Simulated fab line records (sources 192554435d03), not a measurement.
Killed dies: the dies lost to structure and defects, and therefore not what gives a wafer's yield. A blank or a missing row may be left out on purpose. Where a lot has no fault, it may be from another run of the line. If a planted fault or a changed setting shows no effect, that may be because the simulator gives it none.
Chamber matching ; flow n5 finfet ; rie diel-06 running N5_BEOL_M11_ETCH_61: 4 sister chambers
The step etches SiARC in CF4, target depth 39 nm, time 65 s. 4 wafers are shown with their chamber, then 11 later ones without.

## WAFERS WITH THEIR CHAMBER
wafer;chamber;drypump motor current A (A)
L085.3;0;5.1
L086.2;3;6.4
L086.3;1;6.6
L094.2;2;5.9

## WAFERS WHOSE CHAMBER IS MISSING
wafer;drypump motor current A (A)
L094.5;6.6
L094.6;5.9
L092.1;6.5
L092.2;5.9
L092.5;6.5
L091.2;5.9
L091.3;6.5
L091.4;6.5
L095.1;5.1
L095.3;6.5
L095.4;5.9

## WHICH CHAMBER EACH ONE RAN IN
wafer;from the rows above;in truth
L094.5;1;1
L094.6;2;2
L092.1;can't be placed: 1 or 3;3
L092.2;2;2
L092.5;can't be placed: 1 or 3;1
L091.2;2;2
L091.3;can't be placed: 1 or 3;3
L091.4;can't be placed: 1 or 3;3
L095.1;0;0
L095.3;can't be placed: 1 or 3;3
L095.4;2;2
Correct placement for 6 of the 11. Not placeable from these rows: 5 (in 5, the candidates include the true chamber). Wrongly placed: 0.
How it was worked out, from the rows above alone: a wafer's distance from a chamber is the root of the sum, over the readings, of the square of ((its reading less the chamber's mean) divided by the reading's scatter). If the next closest chamber is less than 2 further off than the closest, the wafer can't be placed; otherwise it belongs to the closest. A chamber's mean is the mean of its shown wafers. The scatter: root of mean squared gap, hidden wafer to nearest shown wafer, with one shown wafer a chamber.
